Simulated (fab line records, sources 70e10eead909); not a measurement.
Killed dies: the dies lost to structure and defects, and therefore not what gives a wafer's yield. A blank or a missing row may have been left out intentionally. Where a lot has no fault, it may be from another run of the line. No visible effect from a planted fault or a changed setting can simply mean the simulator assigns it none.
fab line records ; flow nandHarc
[record] lots = 6; wafers = 18; lastDay = 25
route steps=1159 shown P_CONTACT@217
lots untouched by any fault: they come from a run of this same line in which no faults occurred
startH: the number of hours between the record's first day and the start of the first shown wafer of the lot ; waitH: hours elapsed since this lot's preceding step ; " same as the row above ; L1.1+2: a row that stands for several wafers ; - either no value or no given start ; * or withheld: withheld ; < > ~ a bound
route shown NAME@n: NAME is a module with steps in the file, n the number in the route of the first one ; usual: average and standard deviation across the fault-free wafers ; same: alike in all rows ; chamber/n: place in a boat ; sites: readings site by site ; _std_site: the standard deviation of these ; _edge_site: mean of outer sites minus mean of inner sites ; radiusMm: for every site, how far away it sits from the centre of the wafer ; mask NAME#n: copy n ; behind: the tool/chamber that last shaped the wafer ; hold: why the lot went on hold/how many hours it stayed there/how the hold came to an end ; device: the n, p or np transistor that did not switch ; end of line: tests run on the same wafers once the route is complete ; for a step that has no rows: nothing shown but its recipe ; killed: the dies lost at the first sort to structure and to defects; this is not the yield of the wafer ; map: shows each die of a wafer: x if killed, . if not, _ if none is there
set.NAME: setting as actually run; set.NAME@STEP: the setting as run at that earlier step ; model.NAME: the simulator's own value behind a step, which no gauge read
a table for each step, a row for each wafer; lots at some steps of the route
services: when a tool's chamber went out of use (startH, in hours from the record's first day, below 0 if earlier), for how many hours, and the reason
[[steps]]
[step NHARC_P_CONTACT_DEP_30]
[recipe] targetThkA = 300; tempC = 400; targetThkNm = 30; flowSccm = 200; rfW = 450; material = SiNx
[usual] heaterPowerW = 733/110; susceptorTempC = 400.01/0.21
lot.wafer;tool;chamber;startH;waitH;heaterPowerW;susceptorTempC
L240.2;pecvd-01;1;122.62;0.1;742;400.16
L240.4;pecvd-01;0;122.62;0.1;606;400.20
L240.5;pecvd-01;1;122.62;0.1;763;400.26
L248.2;pecvd-04;1;184.25;0.1;644;399.99
L248.5;pecvd-04;2;184.25;0.1;854;400.07
L248.6;pecvd-04;0;184.25;0.1;574;400.01
L256.1;pecvd-02;2;223.37;0.2;717;400.26
L256.4;pecvd-02;1;223.37;0.2;778;399.68
L256.5;pecvd-02;0;223.37;0.2;966;400.03
L257.1;pecvd-02;2;225.27;0.1;726;400.28
L257.4;pecvd-02;1;225.27;0.1;782;399.96
L257.6;pecvd-02;2;225.27;0.1;737;400.11
L259.1;pecvd-04;1;234.76;0.1;637;400.22
L259.3;pecvd-04;2;234.76;0.1;827;399.83
L259.2;pecvd-04;0;234.76;0.1;582;400.35
L260.3;pecvd-02;2;247.81;1.2;678;400.10
L260.4;pecvd-02;1;247.81;1.2;743;399.74
L260.6;pecvd-02;2;247.81;1.2;675;400.29
[step NHARC_P_CONTACT_DEP_00]
[recipe] targetThkA = 5000; tempC = 400; pressureTorr = 6.5; rfW = 900; teosFlowSccm = 161.4; flowSccm = 2650; targetThkNm = 500; gas = O2; material = SiO2
[usual] heaterPowerW = 578/110; susceptorTempC = 399.99/0.21; throttleValvePct = 16.1/0.46
lot.wafer;tool;chamber;startH;waitH;heaterPowerW;susceptorTempC;throttleValvePct
L240.2;pecvd-01;1;-;-;623;399.82;16.5
L240.4;pecvd-01;0;-;-;589;399.99;15.4
L240.5;pecvd-01;1;-;-;658;399.97;16.6
L248.2;pecvd-04;1;-;-;568;399.90;15.6
L248.5;pecvd-04;2;-;-;621;400.37;16.4
L248.6;pecvd-04;0;-;-;362;399.81;15.8
L256.1;pecvd-02;2;-;-;477;400.30;16.8
L256.4;pecvd-02;1;-;-;507;399.70;16.1
L256.5;pecvd-02;0;-;-;792;400.03;16.3
L257.1;pecvd-02;2;-;-;576;399.84;16.5
L257.4;pecvd-02;1;-;-;659;400.02;16.4
L257.6;pecvd-02;2;-;-;610;399.59;16.4
L259.1;pecvd-04;1;-;-;477;399.82;14.8
L259.3;pecvd-04;2;-;-;692;399.82;15.9
L259.2;pecvd-04;0;-;-;460;400.02;15.9
L260.3;pecvd-02;2;-;-;570;399.79;16.6
L260.4;pecvd-02;1;-;-;597;399.90;16.3
L260.6;pecvd-02;2;-;-;565;399.87;16.6
[step NHARC_P_CONTACT_CMP_01]
[recipe] targetThkNm = 200; material = SiO2
[usual] motorCurrentA = 11.7/1.3
lot.wafer;tool;chamber;startH;waitH;motorCurrentA
L240.4;cmp-04;0;123.33;-;13.6
L240.2;cmp-04;2;123.33;-;12.7
L240.5;cmp-04;3;123.33;-;13.7
L248.2;cmp-04;2;184.93;-;12.5
L248.5;cmp-04;0;184.93;-;12.9
L248.6;cmp-04;1;184.93;-;11.2
L256.4;cmp-03;0;224.07;-;9.0
L256.1;cmp-03;1;224.07;-;12.3
L256.5;cmp-03;0;224.07;-;9.6
L257.1;cmp-03;0;225.94;-;9.3
L257.4;cmp-03;3;225.94;-;11.9
L257.6;cmp-03;1;225.94;-;12.3
L259.3;cmp-02;1;235.46;-;11.0
L259.1;cmp-02;2;235.46;-;11.7
L259.2;cmp-02;3;235.46;-;10.4
L260.3;cmp-03;2;248.50;-;11.9
L260.4;cmp-03;3;248.50;-;11.7
L260.6;cmp-03;1;248.50;-;12.0
[step NHARC_P_CONTACT_SRD_03]
[step NHARC_P_CONTACT_DEHYDRATE_04]
[recipe] tempC = 150; timeS = 120
[step NHARC_P_CONTACT_HMDS_05]
[recipe] timeS = 30
[step NHARC_P_CONTACT_COAT_33]
[recipe] tempC = 260; timeS = 75
[step NHARC_P_CONTACT_COAT_34]
[recipe] tempC = 225; timeS = 65
[step NHARC_P_CONTACT_COAT_06]
[recipe] spinRpm = 1500; resistThkNm = 90
[step NHARC_P_CONTACT_SOFTBAKE_07]
[recipe] tempC = 105; timeS = 55
[step NHARC_P_CONTACT_EBR_08]
[step NHARC_P_CONTACT_EXPOSE_09]
[recipe] na = 1.35; targetCdNm = 90; doseMj = 81.26; maskId = P_CA
[usual] exposureDoseMJCm2 = 81.23/0.068; focusOffsetNm = -0.1/0.51; reticleTempC = 22.98/0.1
lot.wafer;tool;chamber;startH;waitH;mask;exposureDoseMJCm2;focusOffsetNm;reticleTempC
L240.2;arfiScanner-01;0;123.87;-;P_CA#0;81.27;-0.2;23.01
L240.4;arfiScanner-01;0;123.87;-;P_CA#0;81.22;0.4;23.01
L240.5;arfiScanner-01;0;123.87;-;P_CA#0;81.22;-0.3;22.95
L248.2;arfiScanner-03;0;185.47;-;P_CA#0;81.27;0.1;22.97
L248.5;arfiScanner-03;0;185.47;-;P_CA#0;81.28;0.2;22.98
L248.6;arfiScanner-03;0;185.47;-;P_CA#0;81.39;0.5;23.07
L256.1;arfiScanner-01;-;224.76;-;P_CA#0;-;-;-
L256.4;arfiScanner-01;-;224.76;-;P_CA#0;-;-;-
L256.5;arfiScanner-01;-;224.76;-;P_CA#0;-;-;-
L257.1;arfiScanner-01;-;226.51;-;P_CA#0;-;-;-
L257.4;arfiScanner-01;-;226.51;-;P_CA#0;-;-;-
L257.6;arfiScanner-01;-;226.51;-;P_CA#0;-;-;-
L259.1;arfiScanner-03;0;236.15;-;P_CA#0;81.13;0.3;23.13
L259.2;arfiScanner-03;0;236.15;-;P_CA#0;81.17;-0.5;23.17
L259.3;arfiScanner-03;0;236.15;-;P_CA#0;81.27;0.3;23.02
L260.3;arfiScanner-03;0;249.02;-;P_CA#0;81.19;-0.3;23.01
L260.4;arfiScanner-03;0;249.02;-;P_CA#0;81.20;-0.3;22.89
L260.6;arfiScanner-03;0;249.02;-;P_CA#0;81.12;-0.5;22.97
[step NHARC_P_CONTACT_PEB_10]
[recipe] pebTempC = 100; pebTimeS = 65
[[services]]
tool;chamber;startH;hours;kind
pecvd-01;-;102.30;0.4;repair
cmp-04;-;105.00;4.0;pm
pecvd-01;1;111.97;5.0;repair
arfiScanner-03;-;120.80;0.9;repair
cmp-02;-;128.60;4.0;pm
pecvd-02;1;134.35;24.9;repair
cmp-03;-;135.50;1.4;repair
cmp-04;-;139.01;0.9;repair
arfiScanner-03;-;140.00;4.0;pm
pecvd-02;-;153.37;13.0;pm
cmp-04;-;155.65;2.5;repair
cmp-03;-;156.00;4.0;pm
pecvd-04;-;161.75;0.4;repair
pecvd-01;-;162.00;1.1;repair
pecvd-04;-;195.70;13.0;pm
arfiScanner-01;-;196.00;4.0;pm
arfiScanner-03;-;201.08;2.6;repair
cmp-04;-;203.00;4.0;pm
pecvd-01;2;206.82;3.9;repair
arfiScanner-01;-;211.15;0.7;repair
pecvd-01;-;237.00;13.0;pm
arfiScanner-03;-;237.11;0.8;repair
cmp-03;-;241.72;0.7;repair
arfiScanner-01;-;242.55;1.0;repair
[[key]]
[firstSign] step = NHARC_P_CONTACT_EXPOSE_09; reading = toolRecord; direction = missing
effect none on later readings
metAt NHARC_P_CONTACT_EXPOSE_09
struckWafers L256.1,L256.4,L256.5,L257.1,L257.4,L257.6
laterRowsLeftOut L256.1,L256.4,L256.5,L257.1,L257.4,L257.6
sortLeftOut L256.1,L256.4,L256.5,L257.1,L257.4,L257.6
testerLeftOut L256,L257
onsetBetween 123.87 224.76
[fault] kind = skippedStepWhole; tool = arfiScanner-01; chamber = -; onsetH = 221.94; steps = NHARC_P_CONTACT_EXPOSE_09; scope = struckLotsOnly
// testerLeftOut: of these lots the tester's yield and bins aren't shown, on N5 and GAA mostly nor the transistor test; their killed dies are dies lost to structure and defects alone, not to doping, threshold or leakage, so they don't give the yield
// sortLeftOut: the simulated sort isn't trusted on such a fault, so these wafers' sort isn't shown, and their yield isn't known
// laterRowsLeftOut: the simulator's readings of these wafers behind a module that went badly wrong aren't trusted and aren't shown, but for the sort
